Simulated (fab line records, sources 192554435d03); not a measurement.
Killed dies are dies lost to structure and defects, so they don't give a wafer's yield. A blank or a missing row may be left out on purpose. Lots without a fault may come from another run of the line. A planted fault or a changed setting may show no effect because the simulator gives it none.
fab line records | flow n5_finfet | part 1 of 2: steps 1 to 28 of 41
record lots=5 wafers=15 last_day=16
route steps=1938 shown ZERO_LAYER@6 WELL_APT@20
lots that met no fault: from a run of the same line without faults
start_h: hours from the record's first day to the start of the lot's first wafer shown | wait_h: hours since the lot's step before | " the same as in the row above | L1.1+2: a row that stands for several wafers | - no value, or no start given | * or withheld: withheld | < > ~ a bound
route shown NAME@n: a module of which the file shows steps, and the number in the route of the first | usual: mean/standard deviation of fault-free wafers | same: alike in all rows | chamber/n: place in a boat | sites: the reading at each site | _std_site: their standard deviation | _edge_site: outer sites' mean less inner sites' | radius_mm: how far each site lies from the wafer's centre | mask NAME#n: copy n | behind: the tool/chamber that last shaped the wafer | hold: why the lot was held/for how many hours/how that ended | device: the transistor (n, p or np) that didn't switch | end of line: the same wafers' tests at the end of the route | a step without rows: its recipe alone | killed: dies lost to structure and defects at the first sort, not the wafer's yield | map: a wafer's dies, x killed, . not, _ none there
set.NAME: the setting as run; set.NAME@STEP: as run at that earlier step | model.NAME: the simulator's own value behind a step, which no gauge read
lots at some steps of the route; a table a step, a row a wafer
services: from which hour (start_h, from the record's first day; less than 0 if before it) a tool's chamber was out of use, for how many hours, and why
## steps
# step N5_ZERO_LAYER_COAT_05
# recipe spin_rpm=1500 resist_thk_nm=1000
# usual dispense_pressure_kPa=48/4.8
# columns lot.wafer tool chamber start_h wait_h dispense_pressure_kPa
L074.1 litho_track-01 0 - - 54
L074.2 " 0 " " 54
L074.4 " 0 " " 54
L080.2 litho_track-04 0 - - 42
L080.4 " 0 " " 42
L080.5 " 0 " " 42
L086.1 litho_track-04 0 - - 42
L086.4 " 0 " " 42
L086.6 " 0 " " 42
L088.1 litho_track-04 0 - - 42
L088.3 " 0 " " 42
L088.6 " 0 " " 42
L089.2 litho_track-01 0 - - 54
L089.3 " 0 " " 54
L089.4 " 0 " " 54
# step N5_ZERO_LAYER_EBR_07
# recipe solvent=PGMEA ebr_width_mm=1.5
# columns lot.wafer tool chamber start_h wait_h
L074.1+2+4 litho_track-01 0 - -
L080.2+4+5 litho_track-04 0 - -
L086.1+4+6 litho_track-04 0 - -
L088.1+3+6 litho_track-04 0 - -
L089.2+3+4 litho_track-01 0 - -
# step N5_ZERO_LAYER_SOFTBAKE_06
# recipe temp_c=100 time_s=90
# columns lot.wafer tool chamber start_h wait_h
L074.1+2+4 litho_track-01 0 - -
L080.2+4+5 litho_track-04 0 - -
L086.1+4+6 litho_track-04 0 - -
L088.1+3+6 litho_track-04 0 - -
L089.2+3+4 litho_track-01 0 - -
# step N5_ZERO_LAYER_EXPOSE_08
# recipe mask_id=ZERO na=0.55 source_shape=conventional sigma_outer=0.8 polarization=unpolarized defocus_nm=0 target_cd_nm=2000 dose_mj=16.2
# usual exposure_dose_mJ_cm2=16.192/0.015
# columns lot.wafer tool chamber start_h wait_h mask exposure_dose_mJ_cm2
L074.1 krf_scanner-02 0 12.62 - ZERO#0 16.169
L074.2 " 0 " " ZERO#0 16.178
L074.4 " 0 " " ZERO#0 16.168
L080.2 krf_scanner-01 0 48.62 - ZERO#0 16.206
L080.4 " 0 " " ZERO#0 16.203
L080.5 " 0 " " ZERO#0 16.167
L086.1 krf_scanner-02 0 84.47 - ZERO#0 16.185
L086.4 " 0 " " ZERO#0 16.195
L086.6 " 0 " " ZERO#0 16.197
L088.1 krf_scanner-02 0 96.48 - ZERO#0 16.176
L088.3 " 0 " " ZERO#0 16.185
L088.6 " 0 " " ZERO#0 16.205
L089.2 krf_scanner-02 0 102.47 - ZERO#0 16.190
L089.3 " 0 " " ZERO#0 16.183
L089.4 " 0 " " ZERO#0 16.175
# step N5_ZERO_LAYER_PEB_09
# recipe peb_temp_c=withheld peb_time_s=*
# columns lot.wafer tool chamber start_h wait_h
L074.1+2+4 litho_track-01 0 12.67 0.1
L080.2+4+5 litho_track-01 0 48.67 0.0
L086.1+4+6 litho_track-02 0 84.53 0.1
L088.1+3+6 litho_track-04 0 96.54 0.1
L089.2+3+4 litho_track-02 0 102.52 0.0
# step N5_ZERO_LAYER_DEVELOP_10
# recipe develop_time_s=60 rinse_liquid=diw dry=air_spin dev_temp_c=21
# columns lot.wafer tool chamber start_h wait_h
L074.1+2+4 litho_track-01 0 - -
L080.2+4+5 litho_track-01 0 - -
L086.1+4+6 litho_track-02 0 - -
L088.1+3+6 litho_track-04 0 - -
L089.2+3+4 litho_track-02 0 - -
# step N5_ZERO_LAYER_HARDBAKE_23
# recipe temp_c=130 time_s=120
# columns lot.wafer tool chamber start_h wait_h
L074.1+2+4 litho_track-01 0 - -
L080.2+4+5 litho_track-01 0 - -
L086.1+4+6 litho_track-02 0 - -
L088.1+3+6 litho_track-04 0 - -
L089.2+3+4 litho_track-02 0 - -
# step N5_ZERO_LAYER_CD_MEAS_11
# recipe target_cd_nm=2000 landing_energy_ev=500 detector=se_inlens
# usual cd_nm=2000.7/3
# columns lot.wafer tool chamber start_h wait_h cd_nm
L074.1 cd_sem-02 0 12.79 - 2000.0
L074.2 " 0 " " 1996.2
L074.4 " 0 " " 2003.7
L080.2 cd_sem-01 0 48.79 - 1998.5
L080.4 " 0 " " 2002.5
L080.5 " 0 " " 2001.4
L086.1 cd_sem-01 0 84.64 - 1998.8
L086.4 " 0 " " 1995.7
L086.6 " 0 " " 1996.9
L088.1 cd_sem-01 0 96.66 - 2004.2
L088.3 " 0 " " 2003.3
L088.6 " 0 " " 2004.1
L089.2 cd_sem-02 0 102.64 - 1999.0
L089.3 " 0 " " 1997.2
L089.4 " 0 " " 1996.2
# step N5_ZERO_LAYER_DESCUM_16
# recipe chemistry=O2 time_s=7.9 source_power_w=50 bias_power_w=20 pressure_mtorr=20 rf_frequency_hz=2.712e+07 temp_c=40 o2_flow_sccm=225
# usual drypump_motor_current_A=5.8/0.52 oes_product_au=0.77/0.074 rf_vpp_V=243.3/1.5 showerhead_plenum_p_Torr=2.11/0.073 throttle_valve_pct=20.5/0.32
# columns lot.wafer tool chamber start_h wait_h drypump_motor_current_A oes_product_au rf_hours_counter_h rf_vpp_V showerhead_plenum_p_Torr throttle_valve_pct
L074.1 rie_diel-03 0 12.83 0.0 5.7 0.76 165 243.2 2.16 20.7
L074.2 " 1 " " 5.7 0.79 132 242.3 2.04 20.7
L074.4 " 2 " " 5.2 0.75 173 243.8 2.17 20.6
L080.2 rie_diel-03 2 49.82 1.0 5.3 0.74 186 243.4 2.16 20.6
L080.4 " 0 " " 5.6 0.75 - 243.9 2.16 20.7
L080.5 " 2 " " 5.3 0.75 - 244.2 2.16 20.6
L086.1 rie_diel-01 2 84.78 0.1 5.7 0.73 209 244.0 2.10 21.0
L086.4 " 3 " " 6.6 0.76 145 244.1 2.19 20.7
L086.6 " 0 " " 5.5 0.98 - 243.0 2.12 20.0
L088.1 rie_diel-03 1 97.45 0.8 5.7 0.77 158 242.1 2.03 20.8
L088.3 " 3 " " 5.1 0.74 175 242.9 2.08 20.6
L088.6 " 3 " " 5.1 0.74 - 243.3 2.08 20.5
L089.2 rie_diel-01 2 102.68 0.0 5.7 0.72 213 243.3 2.09 21.0
L089.3 " 3 " " 6.6 0.76 148 244.3 2.19 20.7
L089.4 " 0 " " 5.6 0.96 6 244.0 2.12 20.0
# step N5_ZERO_LAYER_ETCH_17
# recipe chemistry=CF4 target=SiO2 target_depth_a=120 time_s=13.3 ion_energy_ev=350 pressure_mtorr=40 source_w=450 bias_w=215 Ar_flow_sccm=100 cf4_flow_sccm=100
# usual cf4_flow_sccm=100.00/0.28 drypump_motor_current_A=5.8/0.51 oes_product_au=0.77/0.067 rf_vpp_V=949/4.6 showerhead_plenum_p_Torr=2.15/0.068 throttle_valve_pct=15.74/0.24
# columns lot.wafer tool chamber start_h wait_h cf4_flow_sccm drypump_motor_current_A oes_product_au rf_hours_counter_h rf_vpp_V showerhead_plenum_p_Torr throttle_valve_pct
L074.1 rie_diel-03 0 12.87 0.0 100.20 5.7 0.76 165 954 2.22 15.97
L074.2 " 1 " " 100.17 5.7 0.80 132 943 2.06 15.74
L074.4 " 2 " " 100.01 5.3 0.75 173 952 2.22 15.80
L080.2 rie_diel-03 2 49.85 0.0 99.81 5.3 0.73 186 954 2.22 15.84
L080.4 " 0 " " 99.80 5.6 0.76 - 953 2.21 16.01
L080.5 " 2 " " 99.95 5.3 0.73 - 953 2.22 15.84
L086.1 rie_diel-01 2 84.82 0.0 100.24 5.7 0.74 209 948 2.12 16.08
L086.4 " 3 " " 100.04 6.6 0.75 145 955 2.22 15.83
L086.6 " 0 " " 100.13 5.6 0.97 - 954 2.19 15.30
L088.1 rie_diel-03 1 97.48 0.0 99.93 5.7 0.78 158 943 2.05 15.81
L088.3 " 3 " " 99.93 5.1 0.76 175 946 2.12 15.79
L088.6 " 3 " " 99.74 5.1 0.76 - 948 2.12 15.80
L089.2 rie_diel-01 2 102.72 0.0 100.34 5.7 0.74 213 947 2.12 16.10
L089.3 " 3 " " 99.82 6.6 0.75 148 954 2.22 15.83
L089.4 " 0 " " 100.14 5.6 0.95 6 952 2.18 15.35
# step N5_ZERO_LAYER_ETCH_18
# recipe chemistry=HBr/Cl2 target=Si target_depth_a=1200 time_s=40 pressure_mtorr=10 icp_w=800 bias_w=75 HBr_flow_sccm=150 Cl2_flow_sccm=80
# usual drypump_motor_current_A=5.6/0.46 mfc_cl2_sccm=80.03/0.25 oes_product_au=0.994/0.0094 throttle_valve_pct=36.2/0.43
# columns lot.wafer tool chamber start_h wait_h drypump_motor_current_A mfc_cl2_sccm oes_product_au rf_hours_counter_h throttle_valve_pct
L074.1 rie_si-06 3 12.94 0.0 6.0 79.91 1.005 71 36.4
L074.2 " 1 " " 5.8 80.29 1.000 95 35.8
L074.4 " 3 " " 6.0 80.27 1.001 - 36.4
L080.2 rie_si-06 1 49.93 0.0 5.8 80.04 1.002 96 35.8
L080.4 " 3 " " 6.0 80.16 1.017 71 36.4
L080.5 " 2 " " 5.5 79.97 0.986 - 36.7
L086.1 rie_si-06 3 84.89 0.0 6.0 80.31 1.003 72 36.4
L086.4 " 1 " " 5.8 80.19 1.008 96 35.8
L086.6 " 3 " " 6.0 80.37 1.008 - 36.4
L088.1 rie_si-01 1 97.55 0.0 6.3 79.58 0.991 1 35.7
L088.3 " 2 " " 5.4 79.83 0.989 91 35.5
L088.6 " 1 " " 6.3 80.04 0.993 - 35.7
L089.2 rie_si-01 3 102.79 0.0 5.3 79.89 0.983 60 36.4
L089.3 " 0 " " 6.0 80.41 0.986 37 36.3
L089.4 " 2 " " 5.3 80.24 0.988 91 35.6
# step N5_ZERO_LAYER_STRIP_24
# recipe chemistry=O2 power_w=1000 temp_c=250 overash_fraction=0.3 pressure_mtorr=1000 o2_flow_sccm=6750
# usual drypump_motor_current_A=5.76/0.27 heater_power_w=337/31 oes_product_au=0.648/0.0047 strip_time_to_endpoint_s=43.86/0.075
# columns lot.wafer tool chamber start_h wait_h drypump_motor_current_A heater_power_w oes_product_au rf_hours_counter_h strip_time_to_endpoint_s
L074.1 plasma_asher-02 0 13.04 0.1 5.80 314 0.645 23 43.87
L074.2 " 1 " " 5.61 368 0.639 23 43.86
L074.4 " 0 " " 5.79 300 0.646 - 43.85
L080.2 plasma_asher-02 1 50.09 0.1 5.61 366 0.644 31 43.66
L080.4 " 1 " " 5.61 353 0.652 - 43.80
L080.5 " 1 " " 5.62 366 0.644 - 43.82
L086.1 plasma_asher-01 0 84.99 0.1 6.23 373 0.647 93 44.07
L086.4 " 1 " " 5.46 301 0.645 - 43.93
L086.6 " 1 " " 5.47 306 0.638 - 43.92
L088.1 plasma_asher-01 1 97.66 0.1 5.46 300 0.651 95 43.88
L088.3 " 0 " " 6.22 370 0.639 - 43.80
L088.6 " 1 " " 5.46 298 0.652 - 43.92
L089.2 plasma_asher-02 1 102.89 0.1 5.62 363 0.643 40 43.83
L089.3 " 0 " " 5.79 312 0.644 - 43.97
L089.4 " 1 " " 5.61 349 0.646 - 43.90
# step N5_ZERO_LAYER_STRIP_19
# recipe chemistry=SPM time_s=900 temp_c=130 h2so4_h2o2_vol_ratio=4 dry=ipa_marangoni
# columns lot.wafer tool chamber start_h wait_h
L074.1+2+4 wet_bench-04 5,2,4 13.13 0.1
L080.2+4+5 wet_bench-02 1,2,0 50.17 0.1
L086.1+4+6 wet_bench-03 6,2,3 85.08 0.1
L088.1+3+6 wet_bench-02 3,4,7 97.75 0.1
L089.2+3+4 wet_bench-04 6,1,7 102.98 0.1
# step N5_ZERO_LAYER_INSPECT_20
# recipe inspect_instrument=darkfield mode=post_clean
# usual raw_defect_count=35/15
# columns lot.wafer tool chamber start_h wait_h raw_defect_count
L074.1 defect_inspect-02 - 13.40 0.0 59
L074.2 " - " " 33
L074.4 " - " " 24
L080.2 defect_inspect-02 - 50.45 0.0 18
L080.4 " - " " 27
L080.5 " - " " 25
L086.1 defect_inspect-01 - 85.36 0.0 23
L086.4 " - " " 21
L086.6 " - " " 19
L088.1 defect_inspect-02 - 98.02 0.0 40
L088.3 " - " " 31
L088.6 " - " " 42
L089.2 defect_inspect-02 - 103.26 0.0 41
L089.3 " - " " 53
L089.4 " - " " 19
# step N5_WELL_APT_HMDS_01
# recipe time_s=60 temp_c=120
# columns lot.wafer tool chamber start_h wait_h
L074.1+2+4 litho_track-02 0 13.44 0.0
L080.2+4+5 litho_track-05 0 50.48 0.0
L086.1+4+6 litho_track-03 0 85.39 0.0
L088.1+3+6 litho_track-02 0 98.05 0.0
L089.2+3+4 litho_track-03 0 103.29 0.0
# step N5_WELL_APT_COAT_02
# recipe spin_rpm=1357 resist_thk_nm=950
# usual dispense_pressure_kPa=49/5.6
# columns lot.wafer tool chamber start_h wait_h dispense_pressure_kPa
L074.1 litho_track-02 0 - - 47
L074.2 " 0 " " 47
L074.4 " 0 " " 47
L080.2 litho_track-05 0 - - 43
L080.4 " 0 " " 43
L080.5 " 0 " " 43
L086.1 litho_track-03 0 - - 56
L086.4 " 0 " " 56
L086.6 " 0 " " 56
L088.1 litho_track-02 0 - - 47
L088.3 " 0 " " 47
L088.6 " 0 " " 47
L089.2 litho_track-03 0 - - 56
L089.3 " 0 " " 56
L089.4 " 0 " " 56
# step N5_WELL_APT_EBR_04
# recipe solvent=PGMEA ebr_width_mm=1.5
# columns lot.wafer tool chamber start_h wait_h
L074.1+2+4 litho_track-02 0 - -
L080.2+4+5 litho_track-05 0 - -
L086.1+4+6 litho_track-03 0 - -
L088.1+3+6 litho_track-02 0 - -
L089.2+3+4 litho_track-03 0 - -
# step N5_WELL_APT_SOFTBAKE_03
# recipe temp_c=130 time_s=60
# columns lot.wafer tool chamber start_h wait_h
L074.1+2+4 litho_track-02 0 - -
L080.2+4+5 litho_track-05 0 - -
L086.1+4+6 litho_track-03 0 - -
L088.1+3+6 litho_track-02 0 - -
L089.2+3+4 litho_track-03 0 - -
# step N5_WELL_APT_EXPOSE_05
# recipe mask_id=NWELL na=0.8 source_shape=conventional sigma_outer=0.8 polarization=unpolarized defocus_nm=0 target_cd_nm=200 dose_mj=20.3
# usual exposure_dose_mJ_cm2=20.289/0.018
# columns lot.wafer tool chamber start_h wait_h mask exposure_dose_mJ_cm2
L074.1 krf_scanner-01 0 13.53 - NWELL#0 20.290
L074.2 " 0 " " NWELL#0 20.316
L074.4 " 0 " " NWELL#0 20.293
L080.2 krf_scanner-01 0 50.71 - NWELL#0 20.280
L080.4 " 0 " " NWELL#0 20.276
L080.5 " 0 " " NWELL#0 20.281
L086.1 krf_scanner-01 0 85.49 - NWELL#0 20.271
L086.4 " 0 " " NWELL#0 20.288
L086.6 " 0 " " NWELL#0 20.268
L088.1 krf_scanner-02 0 98.15 - NWELL#0 20.318
L088.3 " 0 " " NWELL#0 20.295
L088.6 " 0 " " NWELL#0 20.282
L089.2 krf_scanner-01 0 103.52 - NWELL#0 20.283
L089.3 " 0 " " NWELL#0 20.309
L089.4 " 0 " " NWELL#0 20.278
# step N5_WELL_APT_PEB_06
# recipe peb_temp_c=130 peb_time_s=90
# columns lot.wafer tool chamber start_h wait_h
L074.1+2+4 litho_track-02 0 13.59 0.1
L080.2+4+5 litho_track-02 0 50.76 0.0
L086.1+4+6 litho_track-02 0 85.55 0.1
L088.1+3+6 litho_track-03 0 98.21 0.1
L089.2+3+4 litho_track-02 0 103.57 0.0
# step N5_WELL_APT_DEVELOP_07
# recipe develop_time_s=45 rinse_liquid=surfactant_rinse dry=air_spin dev_temp_c=21
# columns lot.wafer tool chamber start_h wait_h
L074.1+2+4 litho_track-02 0 - -
L080.2+4+5 litho_track-02 0 - -
L086.1+4+6 litho_track-02 0 - -
L088.1+3+6 litho_track-03 0 - -
L089.2+3+4 litho_track-02 0 - -
# step N5_WELL_APT_HARDBAKE_12
# recipe temp_c=130 time_s=120
# columns lot.wafer tool chamber start_h wait_h
L074.1+2+4 litho_track-02 0 - -
L080.2+4+5 litho_track-02 0 - -
L086.1+4+6 litho_track-02 0 - -
L088.1+3+6 litho_track-03 0 - -
L089.2+3+4 litho_track-02 0 - -
# step N5_WELL_APT_CD_MEAS_08
# recipe target_cd_nm=200 landing_energy_ev=500 detector=se_inlens
# usual cd_nm=200.4/2
# columns lot.wafer tool chamber start_h wait_h cd_nm
L074.1 cd_sem-03 0 13.71 - 200.9
L074.2 " 0 " " 203.7
L074.4 " 0 " " 202.2
L080.2 cd_sem-01 0 50.88 - 204.5
L080.4 " 0 " " 201.7
L080.5 " 0 " " 204.6
L086.1 cd_sem-03 0 85.66 - 202.2
L086.4 " 0 " " 199.4
L086.6 " 0 " " 202.2
L088.1 cd_sem-01 0 98.32 - 201.3
L088.3 " 0 " " 199.4
L088.6 " 0 " " 198.8
L089.2 cd_sem-01 0 103.69 - 201.2
L089.3 " 0 " " 205.6
L089.4 " 0 " " 200.9
# step N5_WELL_APT_OVL_MEAS_09
# recipe points_per_wafer=44
# usual NWELL_OVL=6/5.8
# columns lot.wafer tool chamber start_h wait_h NWELL_OVL[nm]
L074.1 overlay-02 0 13.74 0.0 3
L074.2 " 0 " " -1
L074.4 " 0 " " -7
L080.2 overlay-01 0 50.91 0.0 11
L080.4 " 0 " " 14
L080.5 " 0 " " 19
L086.1 overlay-01 0 85.69 0.0 14
L086.4 " 0 " " 3
L086.6 " 0 " " 7
L088.1 overlay-01 0 98.35 0.0 9
L088.3 " 0 " " 3
L088.6 " 0 " " 2
L089.2 overlay-02 0 103.71 0.0 1
L089.3 " 0 " " 3
L089.4 " 0 " " -2
# step N5_WELL_APT_INSPECT_10
# recipe mode=adi inspect_instrument=macro
# usual raw_defect_count=1.9/1.5
# columns lot.wafer tool chamber start_h wait_h raw_defect_count
L074.1 defect_inspect-02 - 13.76 0.0 0
L074.2 " - " " 5
L074.4 " - " " 1
L080.2 defect_inspect-02 - 50.93 0.0 3
L080.4 " - " " 2
L080.5 " - " " 2
L086.1 defect_inspect-01 - 85.72 0.0 1
L086.4 " - " " 0
L086.6 " - " " 2
L088.1 defect_inspect-02 - 98.38 0.0 0
L088.3 " - " " 3
L088.6 " - " " 1
L089.2 defect_inspect-02 - 103.74 0.0 3
L089.3 " - " " 1
L089.4 " - " " 1
# step N5_WELL_APT_DESCUM_13
# recipe chemistry=O2 time_s=7.9 source_power_w=50 bias_power_w=20 pressure_mtorr=20 rf_frequency_hz=2.712e+07 temp_c=40 o2_flow_sccm=225
# usual drypump_motor_current_A=5.7/0.43 oes_product_au=0.75/0.082 rf_vpp_V=242.5/1.2 showerhead_plenum_p_Torr=2.06/0.064 throttle_valve_pct=20.41/0.3
# columns lot.wafer tool chamber start_h wait_h drypump_motor_current_A oes_product_au rf_hours_counter_h rf_vpp_V showerhead_plenum_p_Torr throttle_valve_pct
L074.1 rie_diel-04 3 13.80 0.0 5.3 0.69 237 241.9 2.06 20.25
L074.2 " 2 " " 5.8 0.77 119 244.6 2.21 20.60
L074.4 " 1 " " 5.2 0.75 125 242.0 2.03 19.99
L080.2 rie_diel-04 3 50.99 0.1 5.3 0.68 249 242.7 2.05 20.26
L080.4 " 1 " " 5.2 0.75 139 242.4 2.02 20.02
L080.5 " 3 " " 5.3 0.68 - 242.4 2.05 20.28
L086.1 rie_diel-04 2 86.01 0.3 5.8 0.74 151 242.7 2.20 20.64
L086.4 " 3 " " 5.4 0.98 1 242.1 2.05 19.83
L086.6 " 3 " " 5.3 0.98 - 243.5 2.05 19.86
L088.1 rie_diel-05 3 98.75 0.4 5.6 0.69 243 241.9 2.05 20.58
L088.3 " 0 " " 5.7 0.70 211 240.6 2.02 20.83
L088.6 " 3 " " 5.6 0.69 - 242.5 2.05 20.58
L089.2 rie_diel-05 1 103.77 0.0 6.0 0.93 14 243.0 2.07 20.16
L089.3 " 2 " " 5.1 0.72 182 245.5 2.17 20.22
L089.4 " 3 " " 5.6 0.68 244 243.8 2.05 20.59
# step N5_WELL_APT_IMPLANT_14
# recipe species=P energy_kev=160 dose_cm2=1.5e+13 tilt_deg=0 rotation_deg=0
# columns lot.wafer tool chamber start_h wait_h
L074.1+2+4 implanter-01 0 13.90 0.1
L080.2+4+5 implanter-02 0 51.11 0.1
L086.1+4+6 implanter-02 0 86.11 0.1
L088.1+3+6 implanter-02 0 98.85 0.1
L089.2+3+4 implanter-01 0 103.90 0.1
# step N5_WELL_APT_IMPLANT_15
# recipe species=As energy_kev=25 dose_cm2=1.5e+13 tilt_deg=0 rotation_deg=0
# columns lot.wafer tool chamber start_h wait_h
L074.1+2+4 implanter-01 0 14.08 0.1
L080.2+4+5 implanter-02 0 51.29 0.1
L086.1+4+6 implanter-02 0 86.29 0.1
L088.1+3+6 implanter-02 0 99.03 0.1
L089.2+3+4 implanter-01 0 104.08 0.1
